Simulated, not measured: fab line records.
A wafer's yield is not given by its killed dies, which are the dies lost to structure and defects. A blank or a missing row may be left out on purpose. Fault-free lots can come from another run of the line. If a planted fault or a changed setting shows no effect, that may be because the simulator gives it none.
Matching of chambers | flow n5 finfet | N5_BEOL_M1_CO_CAP_55 on cvd co-02 has 3 sister chambers
The step material Co, precursor CCTBA/H2, target thk 2 nm, time 102.1 s. 16 wafers are shown with their chamber, then 7 later ones without.

## WAFERS PAIRED WITH THEIR CHAMBERS
wafer  | chamber | heater power w (W)
L793.1 | 2       | 263
L793.2 | 1       | 238
L793.3 | 0       | 226
L799.1 | 2       | 264
L799.2 | 1       | 233
L800.1 | 2       | 259
L800.3 | 1       | 235
L800.6 | 2       | 266
L804.2 | 0       | 229
L804.5 | 1       | 238
L804.6 | 2       | 275
L808.1 | 2       | 256
L808.3 | 0       | 221
L808.5 | 2       | 269
L810.1 | 1       | 233
L810.3 | 0       | 219

SIGNATURES, as means of the wafers listed above
reading        | chamber 0 | chamber 1 | chamber 2 | scatter within a chamber
heater power w | 223.75    | 235.40    | 264.57    | 5.01
Rule: for each reading, subtract the chamber's mean from the wafer's reading, divide by that reading's scatter and square the result; add these up over the readings and take the root, which gives the wafer's distance from the chamber. The wafer belongs to the nearest chamber; if the next one is less than 2 further off, it can't be placed. The scatter is the square root of a quotient: the sum, over the shown wafers, of each reading's squared deviation from its chamber's mean, divided by wafers minus chambers.

## WAFERS WITHOUT THEIR CHAMBER
wafer  | heater power w (W)
L810.4 | 226
L811.1 | 218
L811.5 | 245
L811.6 | 222
L814.2 | 239
L814.3 | 225
L814.6 | 229

## EACH ONE'S CHAMBER
wafer  | from the rows above     | in truth
L810.4 | can't be placed: 0 or 1 | 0
L811.1 | 0                       | 0
L811.5 | can't be placed: 1 or 2 | 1
L811.6 | 0                       | 0
L814.2 | 1                       | 1
L814.3 | can't be placed: 0 or 1 | 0
L814.6 | can't be placed: 0 or 1 | 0
Correct placement for 3 of the 7. Unplaceable from these rows: 4, with the true chamber sitting among the candidates in 4. 0 placed wrongly.
